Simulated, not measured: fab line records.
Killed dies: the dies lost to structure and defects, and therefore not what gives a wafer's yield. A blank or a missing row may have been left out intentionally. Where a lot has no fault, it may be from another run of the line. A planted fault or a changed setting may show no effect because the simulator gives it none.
Chamber matching || flow n5 finfet || N5_BEOL_M5_STRIP_19 on rie diel-03 has 4 sister chambers
The step strips in O2. 4 wafers are shown with their chamber, then 8 later ones without.

== WAFERS, EACH WITH ITS CHAMBER ==
{"wafer": "L084.4", "chamber": 1, "showerhead plenum p Torr (Torr)": 2.10}
{"wafer": "L087.3", "chamber": 0, "showerhead plenum p Torr (Torr)": 2.18}
{"wafer": "L087.5", "chamber": 2, "showerhead plenum p Torr (Torr)": 2.00}
{"wafer": "L090.2", "chamber": 3, "showerhead plenum p Torr (Torr)": 2.18}

== WAFERS WHOSE CHAMBER IS MISSING ==
{"wafer": "L090.5", "showerhead plenum p Torr (Torr)": 2.00}
{"wafer": "L090.6", "showerhead plenum p Torr (Torr)": 2.09}
{"wafer": "L093.2", "showerhead plenum p Torr (Torr)": 2.18}
{"wafer": "L093.4", "showerhead plenum p Torr (Torr)": 2.00}
{"wafer": "L093.5", "showerhead plenum p Torr (Torr)": 2.18}
{"wafer": "L096.2", "showerhead plenum p Torr (Torr)": 2.18}
{"wafer": "L096.4", "showerhead plenum p Torr (Torr)": 2.18}
{"wafer": "L096.5", "showerhead plenum p Torr (Torr)": 2.09}

== CHAMBER TAKEN BY EACH ==
{"wafer": "L090.5", "from the rows above": 2, "in truth": 2}
{"wafer": "L090.6", "from the rows above": 1, "in truth": 1}
{"wafer": "L093.2", "from the rows above": "can't be placed: 0 or 3", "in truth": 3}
{"wafer": "L093.4", "from the rows above": 2, "in truth": 2}
{"wafer": "L093.5", "from the rows above": "can't be placed: 0 or 3", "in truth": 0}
{"wafer": "L096.2", "from the rows above": "can't be placed: 0 or 3", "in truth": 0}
{"wafer": "L096.4", "from the rows above": "can't be placed: 0 or 3", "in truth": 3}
{"wafer": "L096.5", "from the rows above": 1, "in truth": 1}
4 of 8 placed correctly. Not placeable from these rows: 4 (in 4, the candidates include the true chamber). Placed wrongly: 0.
How it was worked out, from the rows above alone: a wafer's distance from a chamber is the root of the sum, over the readings, of the square of ((its reading less the chamber's mean) divided by the reading's scatter). The wafer belongs to the nearest chamber; if the next one is less than 2 further off, it can't be placed. For every chamber, the mean is computed from those of its wafers that are shown. The scatter: with one shown wafer a chamber, the root of the mean of the squares of how far each hidden wafer lies from its nearest shown one.
